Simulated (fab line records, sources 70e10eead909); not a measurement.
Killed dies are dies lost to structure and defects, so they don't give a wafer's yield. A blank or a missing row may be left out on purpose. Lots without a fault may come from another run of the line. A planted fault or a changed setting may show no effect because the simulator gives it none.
Which tool did it? | flow nand_harc | 6 lots, 18 wafers sampled, at 1 step of a route of 1302

WHAT THE GAUGES READ, wafer by wafer
NHARC_A_CONTACT_OVL_MEAS_09.
lot  | measured     | on         | overlay_x_nm (nm)
L689 | day 23 12:38 | overlay-01 | -0.1 -0.3 0.3
L698 | day 28 02:37 | overlay-01 | -0.6 -0.8 -0.4
L702 | day 28 14:25 | overlay-02 | 0.3 0.4 -0.2
L701 | day 28 22:16 | overlay-02 | 0.2 -0.8 -0.3
L705 | day 30 00:46 | overlay-01 | -0.2 -0.9 -0.6
L707 | day 32 15:05 | overlay-02 | 0.6 0.2 0.3

WHICH TOOL RAN EACH LOT (tool, then ch and the chambers of the sampled wafers, then the start)
The record holds no process step before these readings.

THE ANSWER, worked out from the rows above alone
Rule: what is usual is taken from the lots themselves. Put in order of their means at a reading, lots are off if they are a third of the lots or fewer, leave a main group of 4 or more, and stand apart from it by a gap of 3 or more times the standard deviation of the main group's means; of several such gaps the widest counts. A main group whose means are all the same, to the digits that the tables above print for the reading, isn't used. A lot without any number at a reading at which 4 lots or more have one is off too. The other lots that the step has rows for count as sound.
No lot is off at any reading shown: from this, nothing can be told.

WHAT THE SIMULATOR HAD PUT IN
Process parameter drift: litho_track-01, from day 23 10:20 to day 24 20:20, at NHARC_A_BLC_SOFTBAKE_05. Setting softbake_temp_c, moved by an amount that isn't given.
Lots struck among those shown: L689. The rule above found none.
